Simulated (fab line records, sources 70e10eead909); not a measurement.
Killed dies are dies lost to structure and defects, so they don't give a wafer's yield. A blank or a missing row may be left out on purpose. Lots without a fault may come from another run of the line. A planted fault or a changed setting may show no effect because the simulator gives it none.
A struck lot beside a sound one | flow nand_harc | 15 steps out of a route of 1302
Sound: wafers L440.3, L440.4, L440.5. Struck: wafers L445.2, L445.3, L445.4. The cause comes at the end.
At each step with rows: each side's tool, then ch and its chambers, then its first start. Under that, the readings that differ: sound wafers | struck wafers | difference of the means | sigmas: that difference in standard deviations of wafers without a fault.
alike: readings whose means differ by less than 2 such deviations, and words and numbers that are the same on both sides. not compared: withheld readings, readings that some wafer has no value for, bounds like >300 that may hide the same value, and numbers for which the record gives no deviation and whose values overlap.
The two part at a step that has a row with sigmas, a row that says differs or no value, or rows on one side only. Numbers that don't overlap but have no deviation are shown without sigmas and don't part them. A reading that every wafer of one side lacks parts them only if that side has two wafers or more.

first, 1 step without rows for these wafers: NHARC_A_ONON_D1_DEP_12 (target thk 1000 nm).
NHARC_A_ONON_D1_THK_MEAS_14: measures by ellipsometry.
  sound on film_metro-02, day 11 21:08; struck on film_metro-02, day 13 20:13
  alike: thk_nm
then, 2 steps without rows for these wafers: NHARC_A_ONON_D1_ANNEAL_15 (time 3600 s); NHARC_A_ONON_D1_DEP_16 (target thk 1000 nm).
NHARC_A_ONON_D1_THK_MEAS_18: measures by ellipsometry.
  sound on film_metro-02, day 12 04:57; struck on film_metro-02, day 14 04:02
  alike: thk_nm
then, 1 step without rows for these wafers: NHARC_A_ONON_D1_DEP_19 (target thk 1000 nm).
NHARC_A_ONON_D1_THK_MEAS_21: measures by ellipsometry.
  sound on film_metro-02, day 12 05:33; struck on film_metro-02, day 14 04:36
  alike: thk_nm
then, 1 step without rows for these wafers: NHARC_A_ONON_D1_DEP_22 (target thk 1000 nm).
NHARC_A_ONON_D1_THK_MEAS_24: measures by ellipsometry.
  sound on film_metro-02, day 12 06:07; struck on film_metro-02, day 14 05:10
  alike: thk_nm
then, 1 step without rows for these wafers: NHARC_A_ONON_D1_DEP_25 (target thk 1000 nm).
NHARC_A_ONON_D1_THK_MEAS_27: measures by ellipsometry.
  sound on film_metro-02, day 12 06:41; struck on film_metro-02, day 14 05:47
  alike: thk_nm
NHARC_A_ONON_D1_DEP_28: target thk 1000 nm.
  sound on pecvd_onon-02 ch 0, day 12 06:51; struck on pecvd_onon-02 ch 0, day 14 05:53
  alike: sih4_flow_sccm
NHARC_A_ONON_D1_THK_MEAS_30: measures by ellipsometry.
  sound on film_metro-02, day 12 07:15; struck on film_metro-02, day 14 06:20
  reading     | sound          | struck      | difference | sigmas
  thk_nm (nm) | 1001 1003 1003 | 631 630 632 | -371       | -34
NHARC_A_ONON_D1_DEP_33: deposits SiO2, target thk 200 nm.
  sound on pecvd-01 ch 0,1,2, day 12 07:20; struck on pecvd-03 ch 0,2, day 14 06:38
  alike: heater_power_outer_w, heater_power_w, throttle_valve_pct
-- the record jumps here: 17 days lie between the struck wafers' starts before and after (it left off in module A_ONON_D1 and takes up again in module END, whose first step shown is number 1302 of the route) --
NHARC_END_SORT_01:
  the record has rows for the struck wafers here (prober-01 ch 0, day 30 21:39) and none for the sound ones

WHERE THEY PART
First at NHARC_A_ONON_D1_THK_MEAS_30; last, within this record, at NHARC_END_SORT_01.

WHY: what the simulator had put in
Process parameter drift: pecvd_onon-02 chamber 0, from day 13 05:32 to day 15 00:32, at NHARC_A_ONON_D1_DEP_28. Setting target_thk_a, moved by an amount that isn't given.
